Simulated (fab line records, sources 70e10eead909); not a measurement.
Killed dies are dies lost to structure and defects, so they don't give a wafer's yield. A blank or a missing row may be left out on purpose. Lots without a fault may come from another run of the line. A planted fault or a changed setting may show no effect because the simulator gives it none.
fab line records | flow nand_harc
record lots=24 wafers=72 last_day=25
route steps=1159 shown P_M1@310 P_M2@335 P_BONDPAD@353
lots that met no fault: from a run of the same line without faults
start_h: hours from the record's first day to the start of the lot's first wafer shown | wait_h: hours since the lot's step before | " the same as in the row above | L1.1+2: a row that stands for several wafers | - no value, or no start given | * or withheld: withheld | < > ~ a bound
route shown NAME@n: a module of which the file shows steps, and the number in the route of the first | usual: mean/standard deviation of fault-free wafers | same: alike in all rows | chamber/n: place in a boat | sites: the reading at each site | _std_site: their standard deviation | _edge_site: outer sites' mean less inner sites' | radius_mm: how far each site lies from the wafer's centre | mask NAME#n: copy n | behind: the tool/chamber that last shaped the wafer | hold: why the lot was held/for how many hours/how that ended | device: the transistor (n, p or np) that didn't switch | end of line: the same wafers' tests at the end of the route | a step without rows: its recipe alone | killed: dies lost to structure and defects at the first sort, not the wafer's yield | map: a wafer's dies, x killed, . not, _ none there
set.NAME: the setting as run; set.NAME@STEP: as run at that earlier step | model.NAME: the simulator's own value behind a step, which no gauge read
steps of the route over a sample of lots; a table a step, a row a wafer
services: from which hour (start_h, from the record's first day; less than 0 if before it) a tool's chamber was out of use, for how many hours, and why
## steps
# step NHARC_P_M1_ANNEAL_31
# recipe temp_c=225 time_s=90
# usual wafer_temp_C_max=226.4/0.48
# same time_s=90
# columns lot.wafer tool chamber start_h wait_h wafer_temp_C_max
L074.1 rtp_anneal-01 0 133.69 0.3 227.3
L074.2 " 0 " " 226.7
L074.5 " 0 " " 226.8
L075.1 rtp_anneal-02 0 134.18 - 225.8
L075.2 " 0 " " 226.0
L075.4 " 0 " " 226.0
L076.1 rtp_anneal-01 0 139.53 - 227.1
L076.5 " 0 " " 227.2
L076.6 " 0 " " 226.3
L077.1 rtp_anneal-02 0 140.26 - 225.8
L077.3 " 0 " " 226.0
L077.6 " 0 " " 226.3
L079.1 rtp_anneal-02 0 147.82 0.3 225.8
L079.4 " 0 " " 226.3
L079.6 " 0 " " 225.9
L078.3 rtp_anneal-01 0 152.82 - 226.3
L078.4 " 0 " " 226.9
L078.5 " 0 " " 226.5
L081.2 rtp_anneal-01 0 163.33 0.3 226.4
L081.3 " 0 " " 226.6
L081.4 " 0 " " 227.0
L082.2 rtp_anneal-01 0 163.65 0.6 226.8
L082.3 " 0 " " 227.0
L082.5 " 0 " " 227.2
L080.1 rtp_anneal-01 0 164.08 0.3 227.0
L080.5 " 0 " " 226.6
L080.6 " 0 " " 227.2
L083.2 rtp_anneal-02 0 174.95 - 225.7
L083.3 " 0 " " 225.6
L083.5 " 0 " " 225.8
L084.1 rtp_anneal-02 0 176.39 - 225.7
L084.4 " 0 " " 226.5
L084.6 " 0 " " 226.1
L086.1 rtp_anneal-02 0 199.28 - 226.2
L086.5 " 0 " " 226.2
L086.6 " 0 " " 226.4
L085.2 rtp_anneal-02 0 200.62 0.4 225.8
L085.3 " 0 " " 226.0
L085.6 " 0 " " 226.0
L087.1 rtp_anneal-01 0 202.62 - 226.7
L087.3 " 0 " " 226.9
L087.5 " 0 " " 227.0
L088.3 rtp_anneal-02 0 205.82 - 226.0
L088.5 " 0 " " 226.1
L088.6 " 0 " " 225.7
L089.1 rtp_anneal-02 0 219.05 - 226.1
L089.3 " 0 " " 225.8
L089.6 " 0 " " 225.7
L090.1 rtp_anneal-02 0 226.24 0.3 226.1
L090.2 " 0 " " 225.7
L090.6 " 0 " " 225.7
L091.1 rtp_anneal-01 0 227.16 - 226.7
L091.3 " 0 " " 226.7
L091.4 " 0 " " 226.6
L093.4 rtp_anneal-01 0 228.98 - 226.4
L093.5 " 0 " " 226.6
L093.6 " 0 " " 227.0
L092.2 rtp_anneal-01 0 229.85 0.4 227.0
L092.4 " 0 " " 226.8
L092.5 " 0 " " 227.1
L095.1 rtp_anneal-01 0 249.41 - 227.1
L095.2 " 0 " " 226.4
L095.4 " 0 " " 227.2
L094.3 rtp_anneal-01 0 249.87 0.3 226.7
L094.4 " 0 " " 226.5
L094.5 " 0 " " 226.8
L096.3 rtp_anneal-01 0 257.10 0.4 226.8
L096.5 " 0 " " 226.3
L096.6 " 0 " " 227.0
L097.1 rtp_anneal-01 0 260.56 - 226.6
L097.5 " 0 " " 226.6
L097.6 " 0 " " 226.6
# step NHARC_P_M2_STRIP_18
# recipe power_w=1000 n2_flow_sccm=150 h2_flow_sccm=150 ar_flow_sccm=0 bias_w=0 chemistry=N2/H2
# usual drypump_motor_current_A=5.7/0.53 oes_product_au=1.001/0.01 rf_vpp_V=90.8/1.1 showerhead_plenum_p_Torr=2.05/0.12 throttle_valve_pct=14.170/0.0085
# columns lot.wafer tool chamber start_h wait_h drypump_motor_current_A oes_product_au rf_hours_counter_h rf_vpp_V showerhead_plenum_p_Torr throttle_valve_pct
L074.1 rie_diel-03 3 136.47 0.1 5.8 0.986 3 88.6 1.93 14.175
L074.2 " 1 " " 6.0 0.999 3 90.3 2.14 14.156
L074.5 " 0 " " 4.8 0.999 - 90.1 1.93 14.174
L075.4 rie_diel-03 0 137.01 0.1 4.7 1.007 3 89.1 1.93 14.179
L075.2 " 1 " " 6.0 0.989 3 91.6 2.14 14.174
L075.1 " 3 " " 5.7 0.991 3 91.4 1.93 14.179
L076.1 rie_diel-03 1 142.30 0.1 6.0 0.995 3 91.3 2.14 14.172
L076.5 " 0 " " 4.8 1.006 - 89.2 1.93 14.172
L076.6 " 1 " " 6.0 0.999 - 90.3 2.14 14.166
L077.3 rie_diel-04 3 143.12 0.1 5.7 0.995 8 91.0 2.04 14.153
L077.1 " 0 " " 5.6 1.003 7 91.1 2.09 14.169
L077.6 " 3 " " 5.7 1.003 - 90.6 2.04 14.178
L079.1 rie_diel-03 3 151.01 0.1 5.8 1.000 3 91.5 1.93 14.172
L079.4 " 0 " " 4.8 1.008 4 90.2 1.93 14.166
L079.6 " 1 " " 6.0 0.999 - 90.8 2.14 14.182
L078.4 rie_diel-03 0 155.83 0.1 4.7 1.015 4 90.3 1.93 14.165
L078.3 " 1 " " 6.0 0.992 4 91.0 2.14 14.158
L078.5 " 3 " " 5.7 0.983 - 89.5 1.93 14.165
L081.3 rie_diel-03 3 166.07 0.1 5.8 0.992 4 91.4 1.93 14.174
L081.4 " 0 " " 4.7 1.008 4 90.1 1.93 14.166
L081.2 " 1 " " 6.0 0.997 4 90.6 2.14 14.173
L082.2 rie_diel-02 1 166.41 0.1 5.5 1.006 0 92.3 2.14 14.173
L082.3 " 3 " " 5.1 1.012 0 90.6 2.10 14.171
L082.5 " 0 " " 5.5 0.987 - 91.7 2.05 14.158
L080.1 rie_diel-03 2 166.85 0.1 6.2 1.020 4 91.7 2.21 14.163
L080.5 " 2 " " 6.3 1.002 - 92.7 2.21 14.171
L080.6 " 3 " " 5.7 0.993 - 89.4 1.93 14.165
L083.3 rie_diel-03 1 177.82 0.1 6.0 0.997 4 91.9 2.14 14.162
L083.2 " 3 " " 5.8 0.985 5 90.7 1.93 14.170
L083.5 " 1 " " 6.0 0.998 - 91.6 2.14 14.172
L084.1 rie_diel-03 1 179.16 0.1 6.0 0.995 5 90.9 2.14 14.169
L084.4 " 2 " " 6.3 1.002 4 92.6 2.21 14.169
L084.6 " 1 " " 6.0 0.995 - 92.3 2.14 14.170
L086.1 rie_diel-03 2 202.10 0.1 6.3 1.004 5 93.2 2.21 14.166
L086.5 " 2 " " 6.2 1.003 - 92.6 2.21 14.165
L086.6 " 3 " " 5.8 0.990 - 89.8 1.93 14.166
L085.3 rie_diel-03 2 203.21 0.1 6.2 1.006 5 91.9 2.21 14.166
L085.2 " 0 " " 4.7 1.007 6 89.9 1.93 14.168
L085.6 " 2 " " 6.3 1.008 - 91.7 2.21 14.168
L087.3 rie_diel-03 0 205.34 0.1 4.7 1.011 6 90.2 1.93 14.158
L087.1 " 1 " " 6.0 0.994 6 91.2 2.14 14.172
L087.5 " 2 " " 6.3 1.006 - 91.7 2.21 14.157
L088.3 rie_diel-03 0 208.58 0.1 4.7 1.007 6 89.7 1.93 14.189
L088.5 " 1 " " 6.0 0.996 - 92.7 2.14 14.170
L088.6 " 2 " " 6.2 1.015 - 91.8 2.21 14.176
L089.1 rie_diel-04 3 222.37 0.1 5.7 1.000 35 91.5 2.03 14.163
L089.3 " 0 " " 5.5 1.012 36 91.5 2.08 14.161
L089.6 " 1 " " 5.6 1.010 - 91.7 2.11 14.158
L090.2 rie_diel-02 2 229.12 0.1 6.1 0.986 12 90.4 2.00 14.175
L090.1 " 0 " " 5.5 0.990 12 91.3 2.05 14.165
L090.6 " 3 " " 5.2 0.997 - 90.6 2.10 14.173
L091.1 rie_diel-03 2 230.03 0.1 6.3 0.994 0 92.0 2.21 14.176
L091.3 " 0 " " 4.7 1.016 0 89.5 1.93 14.169
L091.4 " 2 " " 6.3 0.999 - 91.9 2.21 14.167
L093.5 rie_diel-03 3 231.75 0.2 5.7 1.002 - 88.8 1.93 14.163
L093.4 " 0 " " 4.7 1.010 - 90.1 1.93 14.175
L093.6 " 2 " " 6.3 0.993 - 92.4 2.21 14.174
L092.2 rie_diel-03 2 232.66 0.1 6.2 1.000 1 91.2 2.21 14.160
L092.5 " 3 " " 5.8 1.014 - 88.7 1.93 14.143
L092.4 " 0 " " 4.7 1.014 - 89.5 1.93 14.162
L095.1 rie_diel-03 0 252.98 0.1 4.7 1.006 1 90.2 1.93 14.172
L095.2 " 3 " " 5.8 1.018 2 89.8 1.93 14.170
L095.4 " 0 " " 4.7 1.006 - 90.7 1.93 14.179
L094.4 rie_diel-04 0 253.02 0.1 5.5 0.984 45 90.4 2.07 14.162
L094.3 " 1 " " 5.7 1.012 51 89.5 2.11 14.175
L094.5 " 3 " " 5.8 1.000 - 89.6 2.03 14.159
L096.3 rie_diel-03 1 260.22 0.1 6.0 1.004 0 92.0 2.14 14.164
L096.5 " 0 " " 4.8 1.011 - 89.4 1.93 14.177
L096.6 " 3 " " 5.7 1.018 - 89.8 1.93 14.186
L097.1 rie_diel-03 2 263.23 0.1 6.2 0.995 1 92.7 2.21 14.171
L097.6 " 2 " " 6.2 1.002 - 92.8 2.21 14.173
L097.5 " 3 " " 5.8 1.009 - 90.0 1.93 14.173
# step NHARC_P_M2_DEGAS_29
# recipe temp_c=250 time_s=60
# usual heater_power_w=341/33
# same time_s=60
# columns lot.wafer tool chamber start_h wait_h heater_power_w
L074.1 pvd_sputter-01 - 137.11 - 394
L074.2 " - " " 294
L074.5 " - " " 309
L075.2 pvd_sputter-02 - 137.64 - 323
L075.1 " - " " 334
L075.4 " - " " 385
L076.1 pvd_sputter-01 - 142.92 - 302
L076.6 " - " " 300
L076.5 " - " " 333
L077.1 pvd_sputter-02 - 143.75 - 337
L077.3 " - " " 333
L077.6 " - " " 323
L079.4 pvd_sputter-03 - 151.61 - 369
L079.1 " - " " 365
L079.6 " - " " 332
L078.3 pvd_sputter-01 - 156.44 - 305
L078.4 " - " " 294
L078.5 " - " " 312
L081.2 pvd_sputter-03 - 166.68 - 319
L081.3 " - " " 382
L081.4 " - " " 356
L082.3 pvd_sputter-02 - 167.15 - 333
L082.2 " - " " 329
L082.5 " - " " 394
L080.1 pvd_sputter-03 - 167.50 - 380
L080.5 " - " " 329
L080.6 " - " " 323
L083.3 pvd_sputter-02 - 178.44 - 302
L083.2 " - " " 338
L083.5 " - " " 302
L084.4 pvd_sputter-02 - 179.80 - 308
L084.1 " - " " 329
L084.6 " - " " 307
L086.1 pvd_sputter-03 - 202.75 - 330
L086.5 " - " " 326
L086.6 " - " " 321
L085.2 pvd_sputter-02 - 203.85 - 335
L085.3 " - " " 338
L085.6 " - " " 381
L087.3 pvd_sputter-01 - 205.93 - 396
L087.1 " - " " 296
L087.5 " - " " 405
L088.3 pvd_sputter-02 - 209.17 - 398
L088.6 " - " " 327
L088.5 " - " " 306
L089.3 pvd_sputter-01 - 222.97 - 298
L089.1 " - " " 335
L089.6 " - " " 406
L090.2 pvd_sputter-03 - 229.78 - 335
L090.1 " - " " 368
L090.6 " - " " 363
L091.3 pvd_sputter-02 - 230.79 - 379
L091.4 " - " " 343
L091.1 " - " " 341
L093.4 pvd_sputter-03 - 232.36 - 372
L093.6 " - " " 368
L093.5 " - " " 367
L092.4 pvd_sputter-01 - 233.30 - 400
L092.2 " - " " 301
L092.5 " - " " 410
L094.4 pvd_sputter-01 - 253.63 - 299
L094.3 " - " " 404
L094.5 " - " " 408
L095.1 pvd_sputter-03 - 253.81 - 356
L095.4 " - " " 329
L095.2 " - " " 369
L096.3 pvd_sputter-03 - 260.91 - 359
L096.5 " - " " 327
L096.6 " - " " 384
L097.1 pvd_sputter-02 - 263.90 - 332
L097.5 " - " " 342
L097.6 " - " " 375
# step NHARC_P_BONDPAD_THK_MEAS_33
# recipe thk_meas_gauge=ellipsometry
# usual thk_nm=200.5/1.4
# columns lot.wafer tool chamber start_h wait_h thk_nm
L074.1 film_metro-01 - 139.89 0.2 198.8
L074.2 " - " " 200.6
L074.5 " - " " 198.7
L075.1 film_metro-01 - 140.41 0.2 200.0
L075.2 " - " " 201.1
L075.4 " - " " 201.3
L076.1 film_metro-02 - 145.69 0.2 203.5
L076.5 " - " " 200.4
L076.6 " - " " 199.5
L077.1 film_metro-02 - 146.58 0.2 201.9
L077.3 " - " " 200.1
L077.6 " - " " 201.6
L079.1 film_metro-02 - 154.36 0.2 200.9
L079.4 " - " " 199.1
L079.6 " - " " 202.2
L078.3 film_metro-01 - 159.58 0.2 201.4
L078.4 " - " " 200.4
L078.5 " - " " 201.8
L081.2 film_metro-02 - 169.43 0.2 200.2
L081.3 " - " " 202.0
L081.4 " - " " 199.1
L082.2 film_metro-01 - 170.11 0.2 199.6
L082.3 " - " " 200.6
L082.5 " - " " 198.1
L080.1 film_metro-02 - 170.42 0.2 200.0
L080.5 " - " " 201.2
L080.6 " - " " 202.8
L083.2 film_metro-01 - 181.55 0.2 200.8
L083.3 " - " " 199.7
L083.5 " - " " 202.2
L084.1 film_metro-01 - 182.67 0.2 199.9
L084.4 " - " " 200.6
L084.6 " - " " 200.1
L086.1 film_metro-01 - 205.53 0.2 199.4
L086.5 " - " " 201.7
L086.6 " - " " 200.6
L085.2 film_metro-01 - 206.61 0.2 201.0
L085.3 " - " " 201.4
L085.6 " - " " 201.6
L087.1 film_metro-02 - 208.90 0.2 201.0
L087.3 " - " " 200.2
L087.5 " - " " 199.0
L088.3 film_metro-01 - 211.96 0.2 200.6
L088.5 " - " " 201.8
L088.6 " - " " 200.2
L089.1 film_metro-01 - 225.76 0.2 201.0
L089.3 " - " " 202.1
L089.6 " - " " 198.9
L090.1 film_metro-02 - 232.62 0.2 199.6
L090.2 " - " " 198.8
L090.6 " - " " 200.1
L091.1 film_metro-01 - 233.57 0.2 199.5
L091.3 " - " " 201.1
L091.4 " - " " 200.9
L093.4 film_metro-02 - 235.14 0.2 198.9
L093.5 " - " " 200.4
L093.6 " - " " 202.0
L092.2 film_metro-02 - 236.10 0.2 201.9
L092.4 " - " " 201.7
L092.5 " - " " 203.3
L094.3 film_metro-01 - 256.50 0.2 201.8
L094.4 " - " " 199.0
L094.5 " - " " 197.2
L095.1 film_metro-02 - 256.69 0.2 204.3
L095.2 " - " " 199.9
L095.4 " - " " 202.4
L096.3 film_metro-02 - 263.71 0.2 203.3
L096.5 " - " " 197.1
L096.6 " - " " 200.5
L097.1 film_metro-02 - 266.72 0.2 198.3
L097.5 " - " " 198.9
L097.6 " - " " 199.3
# step NHARC_P_BONDPAD_DEGAS_25
# recipe temp_c=300 time_s=60
# usual heater_power_w=477/46
# same time_s=60
# columns lot.wafer tool chamber start_h wait_h heater_power_w
L074.2 pvd_sputter-01 - 141.62 - 460
L074.1 " - " " 555
L074.5 " - " " 419
L075.1 pvd_sputter-02 - 142.20 - 433
L075.2 " - " " 543
L075.4 " - " " 474
L076.1 pvd_sputter-02 - 147.29 - 438
L076.6 " - " " 473
L076.5 " - " " 440
L077.3 pvd_sputter-01 - 148.32 - 424
L077.1 " - " " 407
L077.6 " - " " 450
L079.1 pvd_sputter-02 - 156.08 - 463
L079.4 " - " " 465
L079.6 " - " " 438
L078.3 pvd_sputter-03 - 161.29 - 462
L078.4 " - " " 534
L078.5 " - " " 504
L081.4 pvd_sputter-02 - 171.05 - 475
L081.3 " - " " 438
L081.2 " - " " 468
L082.3 pvd_sputter-01 - 171.83 - 581
L082.2 " - " " 413
L082.5 " - " " 428
L080.1 pvd_sputter-02 - 172.25 - 558
L080.6 " - " " 466
L080.5 " - " " 557
L083.3 pvd_sputter-02 - 183.30 - 433
L083.2 " - " " 471
L083.5 " - " " 464
L084.4 pvd_sputter-01 - 184.41 - 560
L084.1 " - " " 452
L084.6 " - " " 559
L086.1 pvd_sputter-01 - 207.38 - 549
L086.5 " - " " 436
L086.6 " - " " 562
L085.3 pvd_sputter-03 - 208.42 - 524
L085.2 " - " " 453
L085.6 " - " " 518
L087.1 pvd_sputter-01 - 210.68 - 458
L087.3 " - " " 429
L087.5 " - " " 419
L088.3 pvd_sputter-03 - 213.57 - 464
L088.5 " - " " 535
L088.6 " - " " 497
L089.1 pvd_sputter-01 - 227.50 - 421
L089.3 " - " " 554
L089.6 " - " " 463
L090.2 pvd_sputter-02 - 234.36 - 522
L090.1 " - " " 489
L090.6 " - " " 536
L091.4 pvd_sputter-03 - 235.29 - 517
L091.3 " - " " 499
L091.1 " - " " 464
L093.4 pvd_sputter-02 - 236.91 - 483
L093.5 " - " " 526
L093.6 " - " " 483
L092.4 pvd_sputter-03 - 238.04 - 456
L092.2 " - " " 503
L092.5 " - " " 465
L094.4 pvd_sputter-01 - 258.09 - 400
L094.3 " - " " 563
L094.5 " - " " 461
L095.4 pvd_sputter-03 - 258.51 - 497
L095.2 " - " " 456
L095.1 " - " " 535
L096.3 pvd_sputter-03 - 265.52 - 530
L096.5 " - " " 499
L096.6 " - " " 462
L097.1 pvd_sputter-02 - 268.40 - 409
L097.6 " - " " 521
L097.5 " - " " 487
# step NHARC_P_BONDPAD_PVD_27
# recipe target_thk_a=300 chamber_pressure_pa=5 power_w=5000 substrate_temp_c=30 time_s=20.49 material=Cu
# usual cathode_dc_power_W=5000.1/0.91 throttle_valve_pct=30.4/1
# same time_s=20.49
# columns lot.wafer tool chamber start_h wait_h cathode_dc_power_W throttle_valve_pct
L074.1 pvd_sputter-01 - - - 5000.0 27.8
L074.2 " - " " 4999.3 31.5
L074.5 " - " " 5001.0 29.7
L075.1 pvd_sputter-02 - - - 5000.2 30.6
L075.4 " - " " 5000.1 31.2
L075.2 " - " " 4999.8 31.4
L076.1 pvd_sputter-02 - - - 4999.5 30.6
L076.5 " - " " 5000.2 30.6
L076.6 " - " " 4999.4 31.2
L077.3 pvd_sputter-01 - - - 4999.5 31.5
L077.1 " - " " 5000.1 27.9
L077.6 " - " " 4999.5 31.7
L079.1 pvd_sputter-02 - - - 5001.3 30.6
L079.4 " - " " 4998.5 31.3
L079.6 " - " " 5001.3 31.0
L078.4 pvd_sputter-03 - - - 4999.6 29.4
L078.3 " - " " 4998.5 30.7
L078.5 " - " " 4999.0 29.6
L081.2 pvd_sputter-02 - - - 5000.0 29.9
L081.4 " - " " 5000.4 30.7
L081.3 " - " " 4999.4 31.5
L082.2 pvd_sputter-01 - - - 5001.2 31.7
L082.3 " - " " 5000.2 30.5
L082.5 " - " " 4998.8 31.4
L080.1 pvd_sputter-02 - - - 4999.9 29.9
L080.5 " - " " 5000.9 30.1
L080.6 " - " " 5000.2 30.8
L083.2 pvd_sputter-02 - - - 4999.2 30.8
L083.3 " - " " 5000.8 31.1
L083.5 " - " " 4999.6 30.2
L084.1 pvd_sputter-01 - - - 4999.5 27.7
L084.4 " - " " 4999.5 30.7
L084.6 " - " " 4999.6 27.8
L086.1 pvd_sputter-01 - - - 5001.9 27.8
L086.6 " - " " 5000.0 30.5
L086.5 " - " " 5000.6 31.4
L085.3 pvd_sputter-03 - - - 4999.4 29.9
L085.2 " - " " 4999.9 29.4
L085.6 " - " " 4998.9 30.8
L087.1 pvd_sputter-01 - - - 5001.2 30.4
L087.3 " - " " 5000.4 27.8
L087.5 " - " " 5001.3 31.4
L088.3 pvd_sputter-03 - - - 5000.8 29.6
L088.6 " - " " 4998.0 30.6
L088.5 " - " " 4999.6 30.0
L089.1 pvd_sputter-01 - - - 5000.5 31.5
L089.3 " - " " 5001.5 30.4
L089.6 " - " " 5001.2 31.4
L090.2 pvd_sputter-02 - - - 5000.3 31.7
L090.1 " - " " 4999.8 31.0
L090.6 " - " " 5000.3 31.1
L091.4 pvd_sputter-03 - - - 5000.8 29.7
L091.1 " - " " 5000.7 30.0
L091.3 " - " " 4999.3 29.8
L093.4 pvd_sputter-02 - - - 5002.8 31.2
L093.5 " - " " 5000.4 31.0
L093.6 " - " " 5000.8 31.3
L092.2 pvd_sputter-03 - - - 5001.2 30.7
L092.4 " - " " 5000.7 30.1
L092.5 " - " " 4999.6 29.1
L094.4 pvd_sputter-01 - - - 4998.9 27.7
L094.3 " - " " 4999.6 30.6
L094.5 " - " " 4998.1 27.5
L095.4 pvd_sputter-03 - - - 5000.1 29.6
L095.1 " - " " 4999.1 30.7
L095.2 " - " " 5001.3 29.4
L096.3 pvd_sputter-03 - - - 4998.7 29.3
L096.5 " - " " 5001.0 29.5
L096.6 " - " " 5001.6 30.7
L097.1 pvd_sputter-02 - - - 4998.7 31.0
L097.5 " - " " 4999.5 31.2
L097.6 " - " " 5000.1 31.3
## services
# columns tool chamber start_h hours kind
rie_diel-04 - 111.92 9.0 pm
rie_diel-03 2 120.71 3.7 repair
rie_diel-03 0 120.80 - clean
rie_diel-03 1 120.80 - clean
rie_diel-03 3 120.80 - clean
pvd_sputter-02 - 125.49 1.7 repair
pvd_sputter-01 - 137.52 0.8 repair
rie_diel-02 - 140.44 1.9 repair
rie_diel-03 2 144.53 4.2 repair
rie_diel-03 0 145.30 - clean
rie_diel-03 1 145.30 - clean
rie_diel-03 3 145.30 - clean
rie_diel-02 - 150.83 9.0 pm
pvd_sputter-01 - 158.09 10.0 pm
rie_diel-03 1 159.13 3.0 repair
rie_diel-03 0 169.80 - clean
rie_diel-04 3 173.13 4.1 repair
rie_diel-04 2 185.68 6.1 repair
pvd_sputter-03 - 194.66 1.5 repair
pvd_sputter-03 - 199.85 2.3 repair
pvd_sputter-02 - 214.00 10.0 pm
rie_diel-03 - 215.30 9.0 pm
rie_diel-03 2 235.27 26.1 repair
rie_diel-03 0 241.72 1.2 repair
## key
fault none
